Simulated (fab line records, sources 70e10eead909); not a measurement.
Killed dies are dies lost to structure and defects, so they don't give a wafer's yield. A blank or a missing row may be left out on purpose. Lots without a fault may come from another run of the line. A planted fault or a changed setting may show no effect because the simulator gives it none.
fab line records | flow nand_harc
record lots=12 wafers=36 last_day=33
route steps=1302 shown A_BONDPAD@1203 END@1302
lots that met no fault: from a run of the same line without faults
start_h: hours from the record's first day to the start of the lot's first wafer shown | wait_h: hours since the lot's step before | " the same as in the row above | L1.1+2: a row that stands for several wafers | - no value, or no start given | * or withheld: withheld | < > ~ a bound
route shown NAME@n: a module of which the file shows steps, and the number in the route of the first | usual: mean/standard deviation of fault-free wafers | same: alike in all rows | chamber/n: place in a boat | sites: the reading at each site | _std_site: their standard deviation | _edge_site: outer sites' mean less inner sites' | radius_mm: how far each site lies from the wafer's centre | mask NAME#n: copy n | behind: the tool/chamber that last shaped the wafer | hold: why the lot was held/for how many hours/how that ended | device: the transistor (n, p or np) that didn't switch | end of line: the same wafers' tests at the end of the route | a step without rows: its recipe alone | killed: dies lost to structure and defects at the first sort, not the wafer's yield | map: a wafer's dies, x killed, . not, _ none there
set.NAME: the setting as run; set.NAME@STEP: as run at that earlier step | model.NAME: the simulator's own value behind a step, which no gauge read
steps of the route over a sample of lots; a table a step, a row a wafer
services: from which hour (start_h, from the record's first day; less than 0 if before it) a tool's chamber was out of use, for how many hours, and why
## steps
# step NHARC_A_BONDPAD_CMP_29
# recipe target_thk_nm=200 material=SiCN
# usual motor_current_A=12.6/0.86
# columns lot.wafer tool chamber start_h wait_h motor_current_A
L675.3 cmp-03 0 544.29 - 12.6
L675.4 " 1 " " 13.0
L675.1 " 3 " " 15.3
L678.2 cmp-01 2 556.35 - 12.7
L678.4 " 1 " " 13.9
L678.5 " 3 " " 11.7
L676.1 cmp-04 3 556.81 - 12.8
L676.3 " 0 " " 12.9
L676.5 " 3 " " 13.7
L679.3 cmp-04 3 596.80 - 13.2
L679.5 " 3 " " 13.2
L679.6 " 0 " " 12.1
L680.1 cmp-01 1 598.49 - 13.5
L680.4 " 3 " " 12.6
L680.5 " 1 " " 13.5
L682.1 cmp-04 0 606.19 - 12.6
L682.3 " 2 " " 12.3
L682.6 " 0 " " 13.2
L681.3 cmp-01 3 607.49 0.4 11.7
L681.4 " 0 " " 12.3
L681.5 " 3 " " 12.9
L683.1 cmp-01 2 644.64 - 11.7
L683.4 " 1 " " 13.7
L683.5 " 3 " " 12.4
L686.2 cmp-01 0 648.74 - 12.7
L686.4 " 2 " " 11.8
L686.5 " 1 " " 13.6
L696.3 cmp-03 1 744.15 - 13.0
L696.2 " 3 " " 14.7
L696.5 " 1 " " 12.4
L695.3 cmp-01 2 745.85 - 12.5
L695.5 " 3 " " 13.1
L695.6 " 0 " " 12.7
L697.2 cmp-04 1 749.35 - 11.2
L697.3 " 0 " " 13.4
L697.5 " 1 " " 11.5
# step NHARC_A_BONDPAD_PVD_27
# recipe target_thk_a=300 chamber_pressure_pa=5 power_w=5000 substrate_temp_c=30 time_s=20.49 material=Cu
# usual throttle_valve_pct=30.2/1.1
# columns lot.wafer tool chamber start_h wait_h throttle_valve_pct
L675.3 pvd_sputter-03 - - - 28.9
L675.1 " - " " 30.4
L675.4 " - " " 31.8
L678.2 pvd_sputter-01 - - - 29.0
L678.4 " - " " 30.3
L678.5 " - " " 30.9
L676.3 pvd_sputter-03 - - - 30.5
L676.1 " - " " 29.1
L676.5 " - " " 30.7
L679.3 pvd_sputter-01 - - - 31.5
L679.6 " - " " 29.9
L679.5 " - " " 31.3
L680.1 pvd_sputter-03 - - - 28.9
L680.4 " - " " 30.3
L680.5 " - " " 29.1
L682.3 pvd_sputter-01 - - - 29.3
L682.1 " - " " 31.2
L682.6 " - " " 30.5
L681.4 pvd_sputter-03 - - - 32.0
L681.3 " - " " 28.8
L681.5 " - " " 31.9
L683.1 pvd_sputter-01 - - - 31.3
L683.4 " - " " 29.9
L683.5 " - " " 29.2
L686.4 pvd_sputter-03 - - - 30.7
L686.2 " - " " 32.2
L686.5 " - " " 30.5
L696.2 pvd_sputter-01 - - - 31.5
L696.3 " - " " 29.3
L696.5 " - " " 31.5
L695.3 pvd_sputter-01 - - - 29.4
L695.5 " - " " 30.0
L695.6 " - " " 29.6
L697.2 pvd_sputter-01 - - - 29.5
L697.3 " - " " 31.2
L697.5 " - " " 31.5
# step NHARC_A_BONDPAD_ANNEAL_28
# recipe temp_c=225 time_s=90
# usual wafer_temp_C_max=225.69/0.29
# columns lot.wafer tool chamber start_h wait_h wafer_temp_C_max
L675.1 rtp_anneal-01 0 547.03 0.3 225.64
L675.3 " 0 " " 225.28
L675.4 " 0 " " 225.51
L678.2 rtp_anneal-01 0 558.97 - 225.58
L678.4 " 0 " " 225.66
L678.5 " 0 " " 225.84
L676.1 rtp_anneal-02 0 559.51 0.3 225.63
L676.3 " 0 " " 226.15
L676.5 " 0 " " 225.54
L679.3 rtp_anneal-01 0 599.51 0.3 225.43
L679.5 " 0 " " 225.41
L679.6 " 0 " " 225.66
L680.1 rtp_anneal-01 0 601.06 0.3 225.72
L680.4 " 0 " " 225.66
L680.5 " 0 " " 225.48
L682.1 rtp_anneal-01 0 608.75 - 225.74
L682.3 " 0 " " 225.85
L682.6 " 0 " " 225.68
L681.3 rtp_anneal-01 0 610.27 0.3 225.76
L681.4 " 0 " " 225.61
L681.5 " 0 " " 225.90
L683.1 rtp_anneal-01 0 647.39 0.3 225.45
L683.4 " 0 " " 225.60
L683.5 " 0 " " 225.55
L686.2 rtp_anneal-02 0 651.41 - 226.22
L686.4 " 0 " " 225.90
L686.5 " 0 " " 226.06
L696.2 rtp_anneal-01 0 746.96 0.6 225.79
L696.3 " 0 " " 225.94
L696.5 " 0 " " 225.62
L695.3 rtp_anneal-01 0 748.70 0.4 225.77
L695.5 " 0 " " 225.56
L695.6 " 0 " " 225.62
L697.2 rtp_anneal-01 0 752.14 0.4 225.73
L697.3 " 0 " " 225.43
L697.5 " 0 " " 225.17
# step NHARC_A_BONDPAD_CMP_19
# recipe t_overpolish_s=30 cu_recess_touch_s=16 target_thk_nm=169.82
# usual motor_current_A=12.6/0.85 overpolish_run_s=30.001/0.0088
# columns lot.wafer tool chamber start_h wait_h motor_current_A overpolish_run_s
L675.1 cmp-01 3 547.37 - 12.3 29.993
L675.4 " 1 " " 13.1 29.992
L675.3 " 2 " " 12.3 30.026
L678.4 cmp-04 3 559.29 - 13.2 29.989
L678.2 " 0 " " 12.2 30.011
L678.5 " 3 " " 13.0 29.990
L676.1 cmp-01 1 559.92 - 13.5 30.000
L676.3 " 2 " " 12.2 29.997
L676.5 " 3 " " 12.7 29.992
L679.3 cmp-04 3 599.81 - 13.0 30.008
L679.5 " 1 " " 11.2 30.008
L679.6 " 2 " " 12.3 30.009
L680.4 cmp-01 2 601.43 - 12.0 30.006
L680.1 " 0 " " 12.9 29.992
L680.5 " 2 " " 12.6 30.005
L682.1 cmp-01 2 609.19 - 12.2 30.005
L682.3 " 0 " " 12.9 30.016
L682.6 " 3 " " 11.7 30.006
L681.3 cmp-01 3 610.52 - 12.1 30.001
L681.4 " 0 " " 13.4 29.997
L681.5 " 0 " " 13.1 30.001
L683.4 cmp-01 1 647.74 - 13.7 29.982
L683.1 " 0 " " 13.0 29.994
L683.5 " 1 " " 13.6 30.003
L686.2 cmp-01 1 651.70 - 12.9 30.007
L686.4 " 0 " " 12.8 29.997
L686.5 " 2 " " 11.4 30.001
L696.3 cmp-04 1 747.29 - 11.3 29.998
L696.2 " 2 " " 12.5 29.992
L696.5 " 0 " " 12.4 30.006
L695.3 cmp-03 2 749.18 - 11.8 29.976
L695.5 " 1 " " 12.5 29.996
L695.6 " 2 " " 11.4 29.998
L697.2 cmp-01 0 752.43 - 12.8 30.010
L697.3 " 2 " " 12.2 29.983
L697.5 " 0 " " 13.4 30.004
# step NHARC_A_BONDPAD_INSPECT_23
# usual raw_defect_count=598/150
# columns lot.wafer tool chamber start_h wait_h raw_defect_count
L675.1 defect_inspect-02 - 547.92 0.0 425
L675.3 " - " " 777
L675.4 " - " " 582
L678.2 defect_inspect-02 - 559.81 0.0 777
L678.4 " - " " 659
L678.5 " - " " 714
L676.1 defect_inspect-02 - 560.41 0.0 728
L676.3 " - " " 426
L676.5 " - " " 539
L679.3 defect_inspect-01 - 600.31 0.0 435
L679.5 " - " " 453
L679.6 " - " " 571
L680.1 defect_inspect-01 - 601.93 0.0 501
L680.4 " - " " 513
L680.5 " - " " 772
L682.1 defect_inspect-01 - 609.72 0.0 536
L682.3 " - " " 1027
L682.6 " - " " 578
L681.3 defect_inspect-01 - 611.05 0.0 655
L681.4 " - " " 746
L681.5 " - " " 579
L683.1 defect_inspect-01 - 648.27 0.0 783
L683.4 " - " " 519
L683.5 " - " " 491
L686.2 defect_inspect-02 - 652.25 0.0 1170
L686.4 " - " " 711
L686.5 " - " " 856
L696.2 defect_inspect-02 - 747.78 0.0 436
L696.3 " - " " 513
L696.5 " - " " 402
L695.3 defect_inspect-01 - 749.68 0.0 602
L695.5 " - " " 382
L695.6 " - " " 354
L697.2 defect_inspect-01 - 752.96 0.0 675
L697.3 " - " " 835
L697.5 " - " " 1218
# step NHARC_END_SORT_01
# recipe temp_c=25
# usual defect_limited_yield=91.6/2.6 killed_at_array=51/17 killed_at_other=1.6/2.1 killed_at_periphery=4/3.2 killed_dies=57/18 killed_open=2.9/1.7 killed_short=2.3/1.3 sort_bin_2_pct=3.0/1.2 sort_bin_3_pct=0.7/0.43 sort_bin_4_pct=4.7/1.4 sort_n_pass=620/18 sort_rim_yield_pct=87/4.8 sort_yield_pct=91.6/2.6
# same gross_dies=677 sort_bin_5_pct[%]=0 sort_bin_6_pct[%]=0 sort_bin_7_pct[%]=0 sort_bin_8_pct[%]=0 sort_rim_n_gross=106.00
# columns lot.wafer tool chamber start_h wait_h defect_limited_yield[%] killed_at_array killed_at_other killed_at_periphery killed_dies killed_open killed_short sort_bin_2_pct[%] sort_bin_3_pct[%] sort_bin_4_pct[%] sort_n_pass sort_rim_yield_pct[%] sort_yield_pct[%]
L686.2 prober-02 0 684.34 2.8 48.6 346 0 2 348 4 2 18.5 4.4 28.5 329 40 48.6
L686.4 prober-02 0 685.92 3.4 90.7 59 2 2 63 3 2 3.2 1.2 4.9 614 87 90.7
L686.5 prober-02 0 686.71 3.7 88.0 75 3 3 81 4 1 4.0 0.9 7.1 596 84 88.0
# killed by level:class
L686.2 A_BONDPAD:unspecified=294 A_CHANNEL_HOLE_D1:chamber_film_flake=19 A_SLIT:chamber_film_flake=17 A_STAIRCASE:chamber_film_flake=8 A_ONON_D1:geometric_particle:open=2 A_CONTACT:chamber_film_flake=2 P_CONTACT:geometric_particle:open=1 P_M0:geometric_particle:open=1
L686.4 A_CHANNEL_HOLE_D1:chamber_film_flake=22 A_SLIT:chamber_film_flake=18 A_CONTACT:chamber_film_flake=6 A_STAIRCASE:chamber_film_flake=5 A_ONON_D2:geometric_particle:short=2 A_WL_FILL:chamber_film_flake=2 THIN_TSV:chamber_film_flake=2 P_M0:geometric_particle:open=1
L686.5 A_CHANNEL_HOLE_D1:chamber_film_flake=30 A_SLIT:chamber_film_flake=23 A_STAIRCASE:chamber_film_flake=7 A_WL_FILL:chamber_film_flake=6 A_CONTACT:chamber_film_flake=3 THIN_TSV:chamber_film_flake=3 A_DECK1_JOINT:chamber_film_flake=2 P_GATE:geometric_particle:open=1
## services
# columns tool chamber start_h hours kind
pvd_sputter-01 - 523.24 3.0 repair
pvd_sputter-03 - 533.59 10.0 pm
cmp-01 - 534.57 1.1 repair
cmp-03 - 536.15 0.5 repair
cmp-03 - 556.38 4.0 pm
cmp-01 - 564.83 2.3 repair
cmp-03 - 570.44 0.3 repair
cmp-04 - 573.13 3.6 repair
pvd_sputter-01 - 583.27 10.0 pm
cmp-01 - 584.13 4.0 pm
cmp-03 - 587.79 74.2 repair
cmp-04 - 601.00 4.0 pm
cmp-04 - 641.50 5.7 repair
cmp-04 - 661.62 1.5 repair
cmp-03 - 661.99 4.0 pm
cmp-03 - 678.67 0.3 repair
cmp-01 - 682.13 4.0 pm
cmp-04 - 685.58 1.5 repair
cmp-04 - 699.05 4.0 pm
pvd_sputter-03 - 711.59 10.0 pm
cmp-04 - 711.73 0.9 repair
cmp-04 - 742.14 0.2 repair
rtp_anneal-02 - 744.00 12.0 pm
pvd_sputter-03 - 745.91 6.2 repair
## key
first_sign step=NHARC_A_BONDPAD_INSPECT_23 reading=raw_defect_count direction=up sigmas=3.9 usual=598 struck=1170
effect step=NHARC_END_SORT_01 reading=killed_at_array direction=up sigmas=17 usual=51 struck=346
more_kills_born_at NHARC_A_BONDPAD_CMP_19@cmp-01=294
met_at NHARC_A_BONDPAD_CMP_19
struck_lots L686
struck_wafers L686.2
not_acting_at NHARC_A_BONDPAD_CMP_29,NHARC_A_BONDPAD_PVD_27,NHARC_A_BONDPAD_ANNEAL_28
onset_between 647.74 651.70
fault kind=chamber_particle_source tool=cmp-01 chamber=1 onset_h=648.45 steps=NHARC_A_BONDPAD_CMP_19 rate_per_visit_cm2=0.66506 end_h=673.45
